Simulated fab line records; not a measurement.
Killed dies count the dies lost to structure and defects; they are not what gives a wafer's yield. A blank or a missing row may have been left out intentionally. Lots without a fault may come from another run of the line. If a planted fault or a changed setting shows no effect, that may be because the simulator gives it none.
The tool behind it: which one? + flow n5 finfet + 30 wafers from 10 lots sampled at 5 of the route's 1938 steps

== WHAT THE GAUGES SHOWED, per wafer ==
No reading from a measuring or inspecting step in the record can be judged against a usual standard deviation.

== WHAT TOOL EACH LOT RAN ON (gives the tool, then ch and the chambers of the sampled wafers, and finally the start) ==
| lot  | N5_BEOL_M1_ALD_98                 | N5_MIM_BOT_ETCH_STRIP_01           | N5_PASSIVATION_ETCH_15                        | N5_PASSIVATION_AL_ETCH_33         | N5_PASSIVATION_PROBE_49 |
|------|-----------------------------------|------------------------------------|-----------------------------------------------|-----------------------------------|-------------------------|
| L766 | ald sin-04 ch 0,1,2, day 6 07:19  | rie diel-01 ch 1,2,3, day 13 10:29 | rie diel-02 ch 1,2, day 13 14:01 or earlier   | rie metal-02 ch 0,1, day 13 14:01 | prober-02, day 13 19:07 |
| L770 | ald sin-02 ch 1,2,3, day 7 04:36  | rie diel-01 ch 1,2, day 15 03:34   | rie diel-02 ch 0,1,2, day 15 08:28 or earlier | rie metal-03 ch 0,1, day 15 08:28 | prober-01, day 15 13:19 |
| L773 | ald sin-02 ch 1,2, day 8 00:46    | rie diel-04 ch 0,2,3, day 16 07:29 | rie diel-05 ch 0,2,3, day 16 11:14 or earlier | rie metal-03 ch 0,1, day 16 11:14 | prober-02, day 16 16:05 |
| L774 | ald sin-02 ch 0,2,3, day 8 12:37  | rie diel-01 ch 0,2,3, day 16 11:05 | rie diel-06 ch 0,3, day 16 16:56 or earlier   | rie metal-02 ch 0,1, day 16 16:56 | prober-02, day 16 21:41 |
| L775 | ald sin-02 ch 0,3, day 8 18:43    | rie diel-03 ch 0,2, day 16 12:32   | rie diel-02 ch 0,1, day 16 16:17 or earlier   | rie metal-01 ch 0,1, day 16 16:17 | prober-01, day 16 21:26 |
| L776 | ald sin-02 ch 0,1,2, day 8 21:17  | rie diel-03 ch 0,1, day 16 07:44   | rie diel-02 ch 0,3, day 16 11:02 or earlier   | rie metal-02 ch 0,1, day 16 11:02 | prober-01, day 16 15:52 |
| L778 | ald sin-02 ch 0,2,3, day 9 11:49  | rie diel-04 ch 0,1, day 17 23:08   | rie diel-06 ch 0,1,3, day 18 01:57 or earlier | rie metal-03 ch 0,1, day 18 01:57 | prober-01, day 18 06:50 |
| L779 | ald sin-03 ch 0,1,2, day 9 16:04  | rie diel-03 ch 1,2,3, day 17 00:34 | rie diel-05 ch 0,1,2, day 17 03:35 or earlier | rie metal-03 ch 0,1, day 17 03:35 | prober-01, day 17 08:22 |
| L781 | ald sin-02 ch 0,1,2, day 10 01:19 | rie diel-01 ch 0,1,3, day 18 07:50 | rie diel-06 ch 1,3, day 18 10:50 or earlier   | rie metal-01 ch 0,1, day 18 10:50 | prober-01, day 18 15:42 |
| L785 | ald sin-02 ch 0,2,3, day 10 23:53 | rie diel-01 ch 0,1,2, day 19 05:32 | rie diel-06 ch 0,2, day 19 08:26 or earlier   | rie metal-02 ch 0,1, day 19 08:26 | prober-01, day 19 13:19 |
- N5_BEOL_M1_ALD_98: deposits SiO2, target thk 2.5 nm, pulse time 1 s, co reactant pulse time 1 s.
- N5_MIM_BOT_ETCH_STRIP_01: strips in O2.
- N5_PASSIVATION_ETCH_15: etches SiCN in CF4/N2, target depth 75 nm, time 81.2 s.
- N5_PASSIVATION_AL_ETCH_33: etches Al in Cl2/BCl3, stops on TaN, target depth 2800 nm, time 466.7 s.
- N5_PASSIVATION_PROBE_49

== WHAT THE TOOLS THEMSELVES READ (means of the sampled wafers that have a number; where no wafer has one, the mark that the record gives instead) ==
N5_BEOL_M1_ALD_98. Usual: heater power w 79 W, standard deviation 6.1; precursor pulse height rel 1.000, standard deviation 0.02.
| lot  | tool       | heater power w (W) | precursor pulse height rel | flag |
|------|------------|--------------------|----------------------------|------|
| L766 | ald sin-04 | 77                 | 1.010                      |      |
| L770 | ald sin-02 | 79                 | 0.994                      |      |
| L773 | ald sin-02 | 77                 | 0.999                      |      |
| L774 | ald sin-02 | 78                 | 1.026                      |      |
| L775 | ald sin-02 | 77                 | 1.007                      |      |
| L776 | ald sin-02 | 76                 | 1.019                      |      |
| L778 | ald sin-02 | 77                 | 0.996                      |      |
| L779 | ald sin-03 | 82                 | 1.002                      |      |
| L781 | ald sin-02 | 76                 | 1.009                      |      |
| L785 | ald sin-02 | 77                 | 0.990                      |      |

N5_MIM_BOT_ETCH_STRIP_01. Usual: drypump motor current A 5.9 A, standard deviation 0.49; oes product au 0.81 a.u., standard deviation 0.088; rf vpp V 3.6 V, standard deviation 1.4; showerhead plenum p Torr 2.10 Torr, standard deviation 0.085; throttle valve pct 16.6 %, standard deviation 0.32.
| lot  | tool        | drypump motor current A (A) | oes product au (a.u.) | rf vpp V (V) | showerhead plenum p Torr (Torr) | throttle valve pct (%) | flag |
|------|-------------|-----------------------------|-----------------------|--------------|---------------------------------|------------------------|------|
| L766 | rie diel-01 | 6.0                         | 0.82                  | 3.2          | 2.03                            | 16.8                   |      |
| L770 | rie diel-01 | 6.3                         | 0.75                  | 2.9          | 2.02                            | 17.1                   |      |
| L773 | rie diel-04 | 5.6                         | 0.83                  | 5.0          | 2.19                            | 16.7                   |      |
| L774 | rie diel-01 | 6.3                         | 0.85                  | 2.7          | 2.06                            | 16.7                   |      |
| L775 | rie diel-03 | 5.5                         | 0.83                  | 4.3          | 2.16                            | 16.5                   |      |
| L776 | rie diel-03 | 5.4                         | 0.86                  | 5.1          | 2.17                            | 16.4                   |      |
| L778 | rie diel-04 | 6.1                         | 0.72                  | 3.3          | 2.10                            | 17.0                   |      |
| L779 | rie diel-03 | 5.7                         | 0.81                  | 3.4          | 2.09                            | 16.4                   |      |
| L781 | rie diel-01 | 6.1                         | 0.85                  | 3.1          | 2.06                            | 16.6                   |      |
| L785 | rie diel-01 | 6.2                         | 0.81                  | 3.6          | 2.05                            | 16.9                   |      |

N5_PASSIVATION_ETCH_15. Usual: drypump motor current A 5.8 A, standard deviation 0.48; n2 flow sccm 59.99 sccm, standard deviation 0.18; oes product au 0.81 a.u., standard deviation 0.079; rf vpp V 382.4 V, standard deviation 2.6; showerhead plenum p Torr 2.21 Torr, standard deviation 0.099; throttle valve pct 15.5 %, standard deviation 0.31.
| lot  | tool        | drypump motor current A (A) | n2 flow sccm (sccm) | oes product au (a.u.) | rf vpp V (V) | showerhead plenum p Torr (Torr) | throttle valve pct (%) | flag |
|------|-------------|-----------------------------|---------------------|-----------------------|--------------|---------------------------------|------------------------|------|
| L766 | rie diel-02 | 5.7                         | 59.95               | 0.79                  | 381.6        | 2.19                            | 15.4                   |      |
| L770 | rie diel-02 | 6.0                         | 59.99               | 0.82                  | 382.3        | 2.23                            | 15.2                   |      |
| L773 | rie diel-05 | 5.7                         | 59.97               | 0.84                  | 382.1        | 2.20                            | 15.4                   |      |
| L774 | rie diel-06 | 5.7                         | 59.92               | 0.90                  | 383.4        | 2.24                            | 15.5                   |      |
| L775 | rie diel-02 | 6.5                         | 59.95               | 0.83                  | 385.1        | 2.29                            | 15.2                   |      |
| L776 | rie diel-02 | 5.5                         | 60.00               | 0.84                  | 382.9        | 2.23                            | 15.4                   |      |
| L778 | rie diel-06 | 5.9                         | 60.02               | 0.79                  | 382.0        | 2.17                            | 15.7                   |      |
| L779 | rie diel-05 | 5.8                         | 59.98               | 0.82                  | 382.7        | 2.23                            | 15.5                   |      |
| L781 | rie diel-06 | 6.2                         | 60.00               | 0.86                  | 384.8        | 2.29                            | 15.6                   |      |
| L785 | rie diel-06 | 5.8                         | 60.08               | 0.77                  | 380.7        | 2.15                            | 15.7                   |      |

N5_PASSIVATION_AL_ETCH_33. Usual: drypump motor current A 5.3 A, standard deviation 0.37; oes product au 0.72 a.u., standard deviation 0.038; throttle valve pct 34.3 %, standard deviation 0.3.
| lot  | tool         | drypump motor current A (A) | oes product au (a.u.) | throttle valve pct (%) | flag |
|------|--------------|-----------------------------|-----------------------|------------------------|------|
| L766 | rie metal-02 | 5.4                         | 0.75                  | 34.3                   |      |
| L770 | rie metal-03 | 5.2                         | 0.70                  | 34.2                   |      |
| L773 | rie metal-03 | 5.3                         | 0.69                  | 34.2                   |      |
| L774 | rie metal-02 | 5.4                         | 0.72                  | 34.3                   |      |
| L775 | rie metal-01 | 5.3                         | 0.79                  | 34.6                   |      |
| L776 | rie metal-02 | 5.4                         | 0.72                  | 34.3                   |      |
| L778 | rie metal-03 | 5.3                         | 0.68                  | 34.3                   |      |
| L779 | rie metal-03 | 5.3                         | 0.69                  | 34.2                   |      |
| L781 | rie metal-01 | 5.3                         | 0.76                  | 34.7                   |      |
| L785 | rie metal-02 | 5.6                         | 0.69                  | 34.1                   |      |

N5_PASSIVATION_PROBE_49. Usual: defect limited yield 91.5 %, standard deviation 1.4; killed_at_M0_to_M3 34, standard deviation 11; killed_at_M4_up 15, standard deviation 6; killed at contacts 11, standard deviation 5.9; killed at front end 37, standard deviation 11; killed at other 3.6, standard deviation 2.9; killed dies 101, standard deviation 17; killed on rim 13, standard deviation 4; killed open 66, standard deviation 12; killed short 33, standard deviation 7.8; sort_bin_5_function 5.0 %, standard deviation 0.97; sort_bin_6_memory 3.2 %, standard deviation 0.65; sort n pass 1079, standard deviation 17; sort yield pct 91.4 %, standard deviation 1.4.
| lot  | tool      | defect limited yield (%) | killed_at_M0_to_M3 | killed_at_M4_up | killed at contacts | killed at front end | killed at other | killed dies | killed on rim | killed open | killed short | sort_bin_5_function (%) | sort_bin_6_memory (%) | sort n pass | sort yield pct (%) | flag |
|------|-----------|--------------------------|--------------------|-----------------|--------------------|---------------------|-----------------|-------------|---------------|-------------|--------------|-------------------------|-----------------------|-------------|--------------------|------|
| L766 | prober-02 | 91.4                     | 41                 | 13              | 8                  | 33                  | 5.3             | 101         | 12            | 59          | 38           | 4.6                     | 3.3                   | 1079        | 91.4               |      |
| L770 | prober-01 | 90.1                     | 42                 | 18              | 7                  | 48                  | 1.7             | 117         | 20            | 73          | 41           | 6.0                     | 3.6                   | 1063        | 90.1               |      |
| L773 | prober-02 | 91.3                     | 36                 | 15              | 14                 | 36                  | 1.0             | 102         | 12            | 75          | 26           | 5.2                     | 3.3                   | 1078        | 91.3               |      |
| L774 | prober-02 | 91.7                     | 37                 | 18              | 7                  | 33                  | 2.7             | 98          | 11            | 69          | 27           | 4.8                     | 3.3                   | 1082        | 91.7               |      |
| L775 | prober-01 | 90.4                     | 32                 | 12              | 17                 | 51                  | 1.0             | 113         | 15            | 81          | 31           | 6.1                     | 3.1                   | 1067        | 90.4               |      |
| L776 | prober-01 | 92.4                     | 31                 | 9               | 5                  | 43                  | 2.0             | 90          | 10            | 55          | 34           | 4.7                     | 2.5                   | 1090        | 92.4               |      |
| L778 | prober-01 | 92.2                     | 29                 | 16              | 12                 | 31                  | 5.0             | 92          | 9             | 65          | 26           | 4.4                     | 3.0                   | 1088        | 92.2               |      |
| L779 | prober-01 | 91.8                     | 35                 | 16              | 8                  | 36                  | 3.0             | 97          | 13            | 62          | 34           | 5.0                     | 2.9                   | 1083        | 91.8               |      |
| L781 | prober-01 | 83.8                     | 132                | 9               | 12                 | 34                  | 4.0             | 191         | 30            | 48          | 28           | 9.1                     | 3.8                   | 989         | 83.8               | OFF  |
| L785 | prober-01 | 83.1                     | 137                | 17              | 7                  | 34                  | 4.3             | 199         | 31            | 60          | 31           | 9.8                     | 3.7                   | 981         | 83.1               | OFF  |

== THE ANSWER, worked out from the rows above alone ==
Rule: a lot counts as off when the mean over its wafers that have a number is more than 3 standard deviations away from the usual mean. Also off: a lot with no number at a reading for which 4 or more lots have one. The other lots that the step has rows for count as sound. Order of review: gauges by route order, followed by the tools' own readings, for which a lot's mean as printed above is used. At the first step where some lot is off, the reading lying furthest off is the one used; lots without a number count as furthest.
Off: L781, L785, at N5_PASSIVATION_PROBE_49 (killed_at_M0_to_M3).
A tool fits if, at that step or a process step before it, it ran every lot that is off, and no sound lot after the first of them. With no start given for some of its lots, N5_PASSIVATION_ETCH_15 uses the hours and lot order of N5_PASSIVATION_AL_ETCH_33. Can't be told from this: 4 tools fit, ald sin-02 at N5_BEOL_M1_ALD_98, rie diel-01 at N5_MIM_BOT_ETCH_STRIP_01, rie diel-06 at N5_PASSIVATION_ETCH_15, prober-01 at N5_PASSIVATION_PROBE_49.

== WHAT THE SIMULATOR PUT IN ==
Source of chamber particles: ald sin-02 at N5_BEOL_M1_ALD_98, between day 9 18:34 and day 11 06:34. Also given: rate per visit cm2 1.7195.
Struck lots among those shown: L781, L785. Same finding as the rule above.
